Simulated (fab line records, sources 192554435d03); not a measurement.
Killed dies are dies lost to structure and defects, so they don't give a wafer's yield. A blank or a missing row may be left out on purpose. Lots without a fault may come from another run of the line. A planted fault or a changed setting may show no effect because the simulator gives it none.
A struck lot beside a sound one | flow n5_finfet | 14 steps out of a route of 1938
Sound: wafers L189.1, L189.2, L189.3. Struck: wafers L186.2, L186.3, L186.5. The cause comes at the end.
At each step with rows: each side's tool, then ch and its chambers, then its first start. Under that, the readings that differ: sound wafers | struck wafers | difference of the means | sigmas: that difference in standard deviations of wafers without a fault.
alike: readings whose means differ by less than 2 such deviations, and words and numbers that are the same on both sides. not compared: withheld readings, readings that some wafer has no value for, bounds like >300 that may hide the same value, and numbers for which the record gives no deviation and whose values overlap.
The two part at a step that has a row with sigmas, a row that says differs or no value, or rows on one side only. Numbers that don't overlap but have no deviation are shown without sigmas and don't part them. A reading that every wafer of one side lacks parts them only if that side has two wafers or more.

first, 9 steps without rows for these wafers: N5_BEOL_M1_EBR_24; N5_BEOL_M1_SOFTBAKE_23 (time 60 s); N5_BEOL_M1_EXPOSE_25 (exposes mask V0, defocus 5 nm, target cd 24 nm); N5_BEOL_M1_PEB_26 (peb time 60 s); N5_BEOL_M1_DEVELOP_27 (develop time 30 s); N5_BEOL_M1_DESCUM_33 (chemistry O2, time 7 s); N5_BEOL_M1_ETCH_77 (etches underlayer in N2/H2, target depth 6.5 nm, time 5.2 s); N5_BEOL_M1_ETCH_69 (etches SiARC in CF4, target depth 15.6 nm, time 26 s); N5_BEOL_M1_ALD_98 (deposits SiO2, target thk 2.5 nm, pulse time 1 s, co reactant pulse time 1 s).
N5_BEOL_M1_ETCHBACK_99: etches SiO2 in CHF3, target depth 5 nm, time 10.4 s.
  sound on rie_diel-01 ch 1,2,3, day 11 11:09; struck on rie_diel-06 ch 0,1, day 10 22:39
  no value came back on the struck wafers for any of 8 readings (CHF3_flow_sccm (sccm), bias_w (W) and others); on the sound wafers CHF3_flow_sccm (sccm) reads 12.02 11.99 12.01
  reading                                      | sound          | struck         | difference | sigmas
  model.CAR-EUV_of_BEOL_M1_COAT_22.thk_nm (nm) | 10.4 10.4 10.4 | 11.4 11.2 11.2 | +0.9       |
N5_BEOL_M1_ETCH_70: etches SOC in N2/H2, target depth 80 nm, overetch 16 nm, time 120 s.
  sound on rie_diel-01 ch 1,2,3, day 11 11:11; struck on rie_diel-06 ch 0,1, day 10 22:41
  reading               | sound          | struck         | difference | sigmas
  oes_product_au (a.u.) | 0.54 0.56 0.52 | 0.27 0.26 0.25 | -0.28      | -4
  alike: drypump_motor_current_A, n2_flow_sccm, rf_vpp_V, showerhead_plenum_p_Torr, throttle_valve_pct
  not compared: rf_hours_counter_h
then, 1 step without rows for these wafers: N5_BEOL_M1_STRIP_71 (strips in N2/H2).
N5_BEOL_M4_RC_MEAS_101:
  the record has rows for the sound wafers here (prober-01 ch 0, day 13 07:44) and none for the struck ones
-- the record jumps here: 6 days lie between the struck wafers' starts before and after (it left off in module BEOL_M4 and takes up again in module PASSIVATION, whose first step shown is number 1936 of the route) --
N5_PASSIVATION_PROBE_49:
  the record has rows for the struck wafers here (prober-01, day 16 23:22) and none for the sound ones

WHERE THEY PART
First at N5_BEOL_M1_ETCHBACK_99; last, within this record, at N5_PASSIVATION_PROBE_49.

WHY: what the simulator had put in
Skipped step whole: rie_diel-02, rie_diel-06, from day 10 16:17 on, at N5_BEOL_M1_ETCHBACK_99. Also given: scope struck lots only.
